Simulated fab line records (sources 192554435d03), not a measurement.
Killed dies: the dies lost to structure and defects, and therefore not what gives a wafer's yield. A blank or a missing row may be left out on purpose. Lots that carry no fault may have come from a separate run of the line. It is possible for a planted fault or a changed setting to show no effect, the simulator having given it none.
Which tool is to blame? | flow n5-finfet | 72 wafers from 24 lots sampled at 6 of the route's 1938 steps

== WHAT EACH GAUGE READ, for each wafer ==
N5_BEOL_M15_CD_MEAS_17: target cd 360 nm.
lot  | measured     | on        | cd-nm (nm)
L074 | day 11 09:04 | cd-sem-02 | 360.4 361.5 360.1
L075 | day 11 14:41 | cd-sem-01 | 357.6 358.8 359.0
L076 | day 11 20:00 | cd-sem-03 | 362.3 361.4 362.0
L078 | day 12 04:48 | cd-sem-01 | 359.5 360.5 355.9
L077 | day 12 18:19 | cd-sem-01 | 360.3 360.3 363.0
L079 | day 12 23:24 | cd-sem-03 | 358.0 358.2 357.8
L080 | day 13 16:25 | cd-sem-02 | 360.2 359.0 359.9
L081 | day 13 17:02 | cd-sem-02 | 361.0 363.9 361.5
L084 | day 14 21:09 | cd-sem-02 | 361.8 362.2 359.7
L087 | day 14 23:48 | cd-sem-03 | 363.8 361.4 361.7
L083 | day 15 00:28 | cd-sem-02 | 364.5 363.8 363.9
L082 | day 15 05:28 | cd-sem-03 | 361.4 359.8 360.4
L086 | day 15 06:22 | cd-sem-02 | 363.9 359.1 361.6
L085 | day 15 12:18 | cd-sem-03 | 361.0 360.1 360.4
L088 | day 15 12:45 | cd-sem-01 | 363.3 364.3 362.6
L089 | day 16 01:25 | cd-sem-03 | 361.7 361.1 359.0
L091 | day 16 16:02 | cd-sem-03 | 361.4 362.0 361.1
L090 | day 16 17:01 | cd-sem-03 | 361.2 359.8 361.3
L092 | day 16 18:58 | cd-sem-03 | 360.4 361.0 361.4
L093 | day 16 23:25 | cd-sem-01 | 359.3 358.8 358.2
L095 | day 16 23:51 | cd-sem-02 | 362.1 362.2 361.6
L094 | day 17 00:19 | cd-sem-03 | 360.5 361.5 361.1
L096 | day 17 04:15 | cd-sem-02 | 363.3 362.3 362.2
L097 | day 18 04:26 | cd-sem-01 | 360.1 362.0 360.9

N5_BEOL_M15_INSPECT_55: inspects for defects (darkfield).
lot  | measured     | on                | raw-defect-count
L074 | day 11 17:23 | defect-inspect-02 | 49 38 46
L075 | day 11 23:19 | defect-inspect-02 | 77 51 83
L076 | day 12 02:03 | defect-inspect-01 | 53 49 32
L078 | day 12 10:26 | defect-inspect-02 | 83 80 50
L077 | day 12 23:25 | defect-inspect-02 | 78 65 56
L079 | day 13 07:38 | defect-inspect-01 | 85 58 56
L080 | day 13 20:12 | defect-inspect-02 | 94 70 95
L081 | day 14 01:05 | defect-inspect-01 | 73 68 56
L084 | day 15 02:25 | defect-inspect-02 | 99 58 65
L087 | day 15 03:26 | defect-inspect-02 | 93 88 100
L083 | day 15 04:25 | defect-inspect-01 | 34 49 50
L082 | day 15 10:02 | defect-inspect-01 | 114 53 59
L086 | day 15 10:27 | defect-inspect-02 | 108 75 47
L085 | day 15 18:19 | defect-inspect-02 | 84 72 93
L088 | day 15 18:24 | defect-inspect-01 | 57 85 60
L089 | day 16 06:14 | defect-inspect-01 | 58 82 96
L091 | day 16 21:40 | defect-inspect-02 | 48 56 81
L090 | day 16 22:21 | defect-inspect-02 | 57 74 58
L092 | day 17 01:31 | defect-inspect-01 | 70 79 68
L093 | day 17 05:38 | defect-inspect-02 | 91 55 84
L095 | day 17 06:10 | defect-inspect-01 | 50 79 118
L094 | day 17 11:34 | defect-inspect-01 | 90 73 72
L096 | day 17 13:59 | defect-inspect-01 | 68 72 44
L097 | day 18 10:09 | defect-inspect-01 | 67 57 69

N5_MIM_TOP_LITHO_CD_MEAS_08: target cd 2000 nm.
lot  | measured     | on        | cd-nm (nm)
L074 | day 11 21:44 | cd-sem-01 | 2000.4 2000.4 1999.0
L075 | day 12 03:07 | cd-sem-01 | 2001.9 2002.3 2002.8
L076 | day 12 05:51 | cd-sem-03 | 2001.9 2001.9 2001.5
L078 | day 12 14:53 | cd-sem-02 | 1998.3 1999.9 1999.7
L077 | day 13 06:02 | cd-sem-01 | 1997.9 1998.2 1998.3
L079 | day 13 10:17 | cd-sem-01 | 1999.3 1999.2 1999.1
L080 | day 14 00:39 | cd-sem-03 | 2001.5 2004.6 2001.3
L081 | day 14 03:44 | cd-sem-03 | 1999.2 1998.9 1998.6
L084 | day 15 08:04 | cd-sem-03 | 1999.4 1999.2 2000.4
L087 | day 15 09:25 | cd-sem-01 | 2000.2 1998.2 1998.9
L083 | day 15 09:46 | cd-sem-01 | 1997.8 1998.7 2000.6
L082 | day 15 13:39 | cd-sem-02 | 2001.8 1999.5 1999.5
L086 | day 15 14:01 | cd-sem-02 | 1998.2 1999.5 2000.4
L085 | day 15 22:23 | cd-sem-03 | 1999.4 2000.2 1998.4
L088 | day 15 22:37 | cd-sem-03 | 2000.5 2001.0 2000.8
L089 | day 16 10:41 | cd-sem-02 | 1999.2 1999.6 1998.7
L091 | day 17 01:04 | cd-sem-02 | 1997.0 1999.2 1998.2
L090 | day 17 01:28 | cd-sem-02 | 1999.2 1999.9 1999.1
L092 | day 17 04:50 | cd-sem-01 | 1999.1 1999.5 2001.5
L093 | day 17 11:29 | cd-sem-01 | 2000.0 2001.4 2000.9
L095 | day 17 11:53 | cd-sem-02 | 2001.3 2003.8 1999.7
L094 | day 17 14:50 | cd-sem-01 | 1998.0 1998.3 2000.5
L096 | day 17 18:29 | cd-sem-02 | 2000.3 2000.7 2000.2
L097 | day 18 12:37 | cd-sem-03 | 2000.4 1999.6 1999.2

== TOOL THAT RAN EACH LOT (tool first, then ch and the chambers of the sampled wafers, then the start) ==
lot  | N5_BEOL_M15_ETCH_38                           | N5_MIM_BOT_DEGAS_01          | N5_MIM_TOP_ALD_00
L074 | rie-diel-04 ch 0,1,3, day 11 17:23 or earlier | pvd-sputter-01, day 11 18:57 | ald-hk-03 ch 0,1, day 11 19:05
L075 | rie-diel-05 ch 0,2, day 11 23:19 or earlier   | pvd-sputter-03, day 12 01:45 | ald-hk-03 ch 0,2,3, day 12 01:53
L076 | rie-diel-03 ch 1,2, day 12 02:03 or earlier   | pvd-sputter-03, day 12 03:07 | ald-hk-02 ch 1,2, day 12 03:16
L078 | rie-diel-03 ch 1,2, day 12 10:26 or earlier   | pvd-sputter-01, day 12 11:38 | ald-hk-03 ch 1,2, day 12 11:46
L077 | rie-diel-03 ch 1,2,3, day 12 23:25 or earlier | pvd-sputter-01, day 13 01:22 | ald-hk-01 ch 0,1,2, day 13 01:31
L079 | rie-diel-04 ch 0,1, day 13 07:38 or earlier   | pvd-sputter-01, day 13 08:49 | ald-hk-02 ch 2,3, day 13 08:57
L080 | rie-diel-05 ch 1,2,3, day 13 20:12 or earlier | pvd-sputter-01, day 13 23:20 | ald-hk-03 ch 1,2,3, day 13 23:28
L081 | rie-diel-03 ch 0,2,3, day 14 01:05 or earlier | pvd-sputter-02, day 14 02:34 | ald-hk-02 ch 0,1,2, day 14 02:42
L084 | rie-diel-03 ch 0,3, day 15 02:25 or earlier   | pvd-sputter-03, day 15 03:32 | ald-hk-02 ch 0,1,2, day 15 03:41
L087 | rie-diel-03 ch 2,3, day 15 03:26 or earlier   | pvd-sputter-03, day 15 08:01 | ald-hk-02 ch 2,3, day 15 08:10
L083 | rie-diel-04 ch 0,3, day 15 04:25 or earlier   | pvd-sputter-01, day 15 08:14 | ald-hk-01 ch 1,2,3, day 15 08:24
L082 | rie-diel-03 ch 1,2,3, day 15 10:02 or earlier | pvd-sputter-01, day 15 12:08 | ald-hk-01 ch 1,2, day 15 12:18
L086 | rie-diel-04 ch 0,1,3, day 15 10:27 or earlier | pvd-sputter-02, day 15 12:13 | ald-hk-03 ch 0,3, day 15 12:22
L085 | rie-diel-05 ch 0,3, day 15 18:19 or earlier   | pvd-sputter-02, day 15 21:09 | ald-hk-02 ch 1,2,3, day 15 21:17
L088 | rie-diel-04 ch 0,1,2, day 15 18:24 or earlier | pvd-sputter-01, day 15 21:13 | ald-hk-01 ch 0,1,2, day 15 21:22
L089 | rie-diel-04 ch 1,3, day 16 06:14 or earlier   | pvd-sputter-01, day 16 08:20 | ald-hk-02 ch 0,2,3, day 16 08:29
L091 | rie-diel-04 ch 1,2,3, day 16 21:40 or earlier | pvd-sputter-01, day 16 23:50 | ald-hk-01 ch 0,1,3, day 16 23:59
L090 | rie-diel-04 ch 1,2,3, day 16 22:21 or earlier | pvd-sputter-02, day 17 00:09 | ald-hk-02 ch 0,1, day 17 00:17
L092 | rie-diel-05 ch 1,2,3, day 17 01:31 or earlier | pvd-sputter-03, day 17 03:32 | ald-hk-01 ch 0,1, day 17 03:41
L093 | rie-diel-05 ch 0,1,2, day 17 05:38 or earlier | pvd-sputter-03, day 17 09:50 | ald-hk-03 ch 0,2,3, day 17 09:58
L095 | rie-diel-03 ch 1,3, day 17 06:10 or earlier   | pvd-sputter-02, day 17 09:55 | ald-hk-02 ch 1,2, day 17 10:04
L094 | rie-diel-03 ch 2,3, day 17 11:34 or earlier   | pvd-sputter-01, day 17 12:55 | ald-hk-03 ch 0,1,3, day 17 13:03
L096 | rie-diel-03 ch 0,1,2, day 17 13:59 or earlier | pvd-sputter-01, day 17 15:33 | ald-hk-02 ch 0,1,3, day 17 15:41
L097 | rie-diel-04 ch 0,3, day 18 10:09 or earlier   | pvd-sputter-01, day 18 11:24 | ald-hk-02 ch 2,3, day 18 11:32
- N5_BEOL_M15_ETCH_38: etches SiCN in CF4/N2, target depth 106.4 nm, time 120.5 s.
- N5_MIM_BOT_DEGAS_01: time 60 s.
- N5_MIM_TOP_ALD_00: deposits Al2O3, purge time 3 s, co reactant pulse time 3 s.

== WHAT THE TOOLS THEMSELVES READ (means of the sampled wafers that have a number; where no wafer has one, the mark that the record gives instead) ==
N5_BEOL_M15_ETCH_38.
lot  | tool        | drypump-motor-current-A (A) | oes-product-au (a.u.) | rf-vpp-V (V) | showerhead-plenum-p-Torr (Torr) | throttle-valve-pct (%)
L074 | rie-diel-04 | 5.2                         | 0.76                  | 383.6        | 2.27                            | 15.55
L075 | rie-diel-05 | 5.6                         | 0.73                  | 382.4        | 2.23                            | 15.50
L076 | rie-diel-03 | 5.3                         | 0.75                  | 382.8        | 2.23                            | 15.53
L078 | rie-diel-03 | 5.4                         | 0.82                  | 381.4        | 2.20                            | 15.44
L077 | rie-diel-03 | 5.6                         | 0.78                  | 381.5        | 2.19                            | 15.48
L079 | rie-diel-04 | 5.4                         | 0.76                  | 383.6        | 2.23                            | 15.51
L080 | rie-diel-05 | 5.9                         | 0.72                  | 380.9        | 2.17                            | 15.46
L081 | rie-diel-03 | 5.7                         | 0.79                  | 381.0        | 2.15                            | 15.40
L084 | rie-diel-03 | 5.8                         | 0.73                  | 380.7        | 2.16                            | 15.44
L087 | rie-diel-03 | 5.9                         | 0.80                  | 380.1        | 2.14                            | 15.42
L083 | rie-diel-04 | 5.5                         | 0.71                  | 382.7        | 2.21                            | 15.61
L082 | rie-diel-03 | 5.6                         | 0.87                  | 380.9        | 2.18                            | 15.35
L086 | rie-diel-04 | 5.3                         | 0.74                  | 383.4        | 2.26                            | 15.61
L085 | rie-diel-05 | 5.1                         | 0.84                  | 383.1        | 2.23                            | 15.30
L088 | rie-diel-04 | 5.3                         | 0.79                  | 382.1        | 2.22                            | 15.43
L089 | rie-diel-04 | 5.1                         | 0.71                  | 383.8        | 2.29                            | 15.67
L091 | rie-diel-04 | 5.1                         | 0.78                  | 383.1        | 2.25                            | 15.50
L090 | rie-diel-04 | 5.1                         | 0.77                  | 383.0        | 2.25                            | 15.50
L092 | rie-diel-05 | 5.9                         | 0.70                  | 380.4        | 2.16                            | 15.50
L093 | rie-diel-05 | 5.5                         | 0.77                  | 381.6        | 2.18                            | 15.39
L095 | rie-diel-03 | 5.9                         | 0.82                  | 382.1        | 2.17                            | 15.39
L094 | rie-diel-03 | 5.7                         | 0.80                  | 381.1        | 2.13                            | 15.44
L096 | rie-diel-03 | 5.4                         | 0.81                  | 382.7        | 2.19                            | 15.38
L097 | rie-diel-04 | 5.4                         | 0.68                  | 383.8        | 2.24                            | 15.73

N5_MIM_BOT_DEGAS_01.
lot  | tool           | heater-power-w (W)
L074 | pvd-sputter-01 | 451
L075 | pvd-sputter-03 | 451
L076 | pvd-sputter-03 | 454
L078 | pvd-sputter-01 | 464
L077 | pvd-sputter-01 | 460
L079 | pvd-sputter-01 | 441
L080 | pvd-sputter-01 | 444
L081 | pvd-sputter-02 | 529
L084 | pvd-sputter-03 | 449
L087 | pvd-sputter-03 | 465
L083 | pvd-sputter-01 | 437
L082 | pvd-sputter-01 | 446
L086 | pvd-sputter-02 | 488
L085 | pvd-sputter-02 | 512
L088 | pvd-sputter-01 | 444
L089 | pvd-sputter-01 | 455
L091 | pvd-sputter-01 | 459
L090 | pvd-sputter-02 | 518
L092 | pvd-sputter-03 | 464
L093 | pvd-sputter-03 | 450
L095 | pvd-sputter-02 | 487
L094 | pvd-sputter-01 | 447
L096 | pvd-sputter-01 | 460
L097 | pvd-sputter-01 | 444

N5_MIM_TOP_ALD_00.
lot  | tool      | precursor-pulse-height-rel
L074 | ald-hk-03 | 1.009
L075 | ald-hk-03 | 0.987
L076 | ald-hk-02 | 0.979
L078 | ald-hk-03 | 0.993
L077 | ald-hk-01 | 1.005
L079 | ald-hk-02 | 0.999
L080 | ald-hk-03 | 1.001
L081 | ald-hk-02 | 0.998
L084 | ald-hk-02 | 0.998
L087 | ald-hk-02 | 1.005
L083 | ald-hk-01 | 0.997
L082 | ald-hk-01 | 1.022
L086 | ald-hk-03 | 1.012
L085 | ald-hk-02 | 0.990
L088 | ald-hk-01 | 1.005
L089 | ald-hk-02 | 1.006
L091 | ald-hk-01 | 1.009
L090 | ald-hk-02 | 1.018
L092 | ald-hk-01 | 0.992
L093 | ald-hk-03 | 1.009
L095 | ald-hk-02 | 0.993
L094 | ald-hk-03 | 0.998
L096 | ald-hk-02 | 1.007
L097 | ald-hk-02 | 1.001

== THE ANSWER, worked out from the rows above alone ==
Rule: the lots themselves supply what counts as usual. Put in order of their means at a reading, lots are off if they are a third of the lots or fewer, leave a main group of 4 or more, and stand apart from it by a gap of 3 or more times the standard deviation of the main group's means; of several such gaps the widest counts. A main group is skipped when, at the precision printed for the reading in the tables above, its means are all equal. A lot without any number at a reading at which 4 lots or more have one is off too. Where the step has rows for the other lots, those lots are counted as sound. First the gauges in route order, then the tools' own readings, where a lot's mean is used as printed above. At the first step where some lot is off, the reading lying furthest off is the one used; lots without a number count as furthest.
None of the lots is off at any reading shown; this tells nothing.

== WHAT THE SIMULATOR HAD PUT IN ==
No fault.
